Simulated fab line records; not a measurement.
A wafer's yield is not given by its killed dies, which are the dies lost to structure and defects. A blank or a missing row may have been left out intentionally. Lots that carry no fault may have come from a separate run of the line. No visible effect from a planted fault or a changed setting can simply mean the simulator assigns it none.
Chamber matching -- flow n5Finfet -- N5_DUMMY_GATE_STRIP_41 on rieDiel-05 has 4 sister chambers
The step strips in O2. 14 wafers are shown with their chamber, then 7 later ones without.

## WAFERS, EACH WITH ITS CHAMBER
wafer,chamber,showerheadPlenumPTorr (Torr),oesProductAu (a.u.),throttleValvePct (%)
L078.1,3,2.05,0.82,16.65
L078.2,2,2.19,0.74,16.54
L078.4,1,2.18,0.70,16.67
L079.1,0,2.14,0.88,16.70
L079.2,3,2.05,0.83,16.64
L079.5,2,2.19,0.74,16.53
L087.1,2,2.18,0.73,16.58
L087.3,0,2.13,0.85,16.73
L087.5,1,2.17,0.68,16.69
L089.2,1,2.17,0.69,16.71
L089.3,0,2.13,0.86,16.74
L089.5,2,2.18,0.72,16.57
L090.2,0,2.13,0.84,16.74
L090.3,2,2.18,0.72,16.59

SIGNATURES, as means of the wafers listed above
reading,chamber 0,chamber 1,chamber 2,chamber 3,scatter within a chamber
showerheadPlenumPTorr,2.1325,2.1733,2.1840,2.0500,0.00512
oesProductAu,0.8575,0.6900,0.7300,0.8250,0.0123
throttleValvePct,16.7275,16.6900,16.5620,16.6450,0.0215
Rule: distance of a wafer from a chamber = root of the sum over the readings of ((wafer's reading minus chamber's mean) / reading's scatter) squared. The wafer belongs to the nearest chamber; if the next one is less than 2 further off, it can't be placed. The scatter is the square root of a quotient: the sum, over the shown wafers, of each reading's squared deviation from its chamber's mean, divided by wafers minus chambers.

## WAFERS WITHOUT THEIR CHAMBER
wafer,showerheadPlenumPTorr (Torr),oesProductAu (a.u.),throttleValvePct (%)
L090.4,2.05,0.81,16.66
L091.3,2.05,0.80,16.70
L091.4,2.18,0.73,16.59
L091.6,2.13,0.85,16.75
L095.1,2.04,0.80,16.71
L095.4,2.12,0.83,16.77
L095.5,2.04,0.79,16.70

## EACH ONE'S CHAMBER
wafer,from the rows above,in truth
L090.4,3,3
L091.3,3,3
L091.4,2,2
L091.6,0,0
L095.1,3,3
L095.4,0,0
L095.5,3,3
7 of 7 placed correctly. Left unplaced by these rows: 0. Placed wrongly: 0.
